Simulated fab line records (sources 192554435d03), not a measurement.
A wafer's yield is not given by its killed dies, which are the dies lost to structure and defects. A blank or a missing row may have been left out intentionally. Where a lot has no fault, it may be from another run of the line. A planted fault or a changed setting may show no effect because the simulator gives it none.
Problem report, 8D (eight disciplines) form, completed by code / flow n5 finfet / the parts of the form that need people (team, actions taken, sign-off) are left out
Where a reading is given only as a bound, like >300, the bound stands for it, and a mean or a difference that rests on one is marked > or <: the true number lies beyond.

== 1. THE PROBLEM ==
Wafers without a fault read 43 with a standard deviation of 20, while raw defect count at N5_ZERO_LAYER_INSPECT_20 averages 488 across 2 wafers of 1 lot. That puts it +22 standard deviations away from the usual mean.
The step: inspects for defects (darkfield).
The first sign was on wafer L633.4 at day 3 19:23, on defect inspect-02. The record has a number at this step for 30 wafers belonging to 10 lots. The rule behind "out" and "out of limits": a value lying over 4 standard deviations away from the usual mean. The rest of the wafers with a number are treated as sound.

== 2. WHAT IT IS; WHAT IT IS NOT ==
question=which readings at this step | is=raw defect count | is not=-
question=which lots | is=L633 | is not=L626, L628, L631, L641, L642, L644, L645, L646, L647
question=which wafers of those lots | is=L633.4, L633.5 | is not=L633.3
question=read on which gauges | is=defect inspect-02 | is not=defect inspect-01
question=when | is=from day 3 19:23 | is not=up to then (10 sound wafers); but 18 sound wafers of L641, L642, L644, L645, L646, L647 came after

== 3. SUSPECTS, AND WHAT RULES EACH OUT ==
Counting: a tool at a process step up to the reading stays a suspect if it ran every lot that is out. Sound lots after the first of them don't rule it out here, since some wafers of a struck lot are sound.
- the gauge at N5_ZERO_LAYER_INSPECT_20 has been ruled out. All the wafers that are out were read on defect inspect-02, but those of them that N5_WELL_APT_INSPECT_10 has rows for are out there too, on other tools.
- rie diel-02 at N5_ZERO_LAYER_ETCH_17 (etches SiO2 in CF4, target depth 12 nm, time 13.3 s): kept. It processed L633, the lot that is out, at day 3 18:51, and its most recent sound lot before then was L628 at day 2 12:56.
- The sound lot-mates ran in chamber 3 of rie diel-02 at N5_ZERO_LAYER_ETCH_17, but the wafers that are out ran in chamber 0.
Remaining after the count: rie diel-02 at N5_ZERO_LAYER_ETCH_17.

== 4. THE CAUSE (what the simulator had put in) ==
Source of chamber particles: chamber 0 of rie diel-02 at N5_ZERO_LAYER_ETCH_17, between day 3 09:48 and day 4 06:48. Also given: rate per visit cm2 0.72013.
This tool alone remained once counting was done.

== 5. THE CHAIN OF EFFECTS, in route order ==
Rows list readings where the struck wafers' mean (over those with a number) sits beyond 3 standard deviations from the usual. Scope: only readings with a usual standard deviation given in the record; hours: median across lots of the time from each lot's start at the first step in this table that gives one to its start at this step; sigmas: change in usual standard deviations.
hours=0; step=N5_ZERO_LAYER_INSPECT_20; reading=raw defect count; usual=43; on struck wafers=488; change=+444; sigmas=+22
hours=0; step=N5_WELL_APT_INSPECT_10; reading=raw defect count; usual=2.0; on struck wafers=>300; change=>+298; sigmas=+99 or more
hours=7; step=N5_WELL_APT_INSPECT_38; reading=raw defect count; usual=13; on struck wafers=476; change=+463; sigmas=+93
hours=268; step=N5_PASSIVATION_PROBE_49; reading=killed at front end; usual=38; on struck wafers=154; change=+116; sigmas=+11
hours=268; step=N5_PASSIVATION_PROBE_49; reading=killed dies; usual=103; on struck wafers=214; change=+110; sigmas=+6.5
It contains these process steps:
- N5_PASSIVATION_PROBE_49
At these later measuring or inspecting steps, every struck wafer for which the step has a row has a number for every such reading, and none has moved that far: N5_WELL_APT_CD_MEAS_08, N5_PMOS_HMC_CHANNEL_EPI_OVL_MEAS_10.

== 6. HOW IT WOULD HAVE BEEN CAUGHT EARLIER ==
Counted from the fault's start at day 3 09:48, it took 10 hours until the first out-of-limits reading at a measuring or inspecting step in this record, taken at day 3 19:23.
No tool reading at N5_ZERO_LAYER_ETCH_17 that has a usual standard deviation in the record was out on any struck wafer, so an alarm limit of 4 standard deviations on those readings would not have fired.
All the lots that are out (1) had begun N5_ZERO_LAYER_ETCH_17 on rie diel-02 by day 3 19:23. Tool hold at that time: it would have spared none of them.
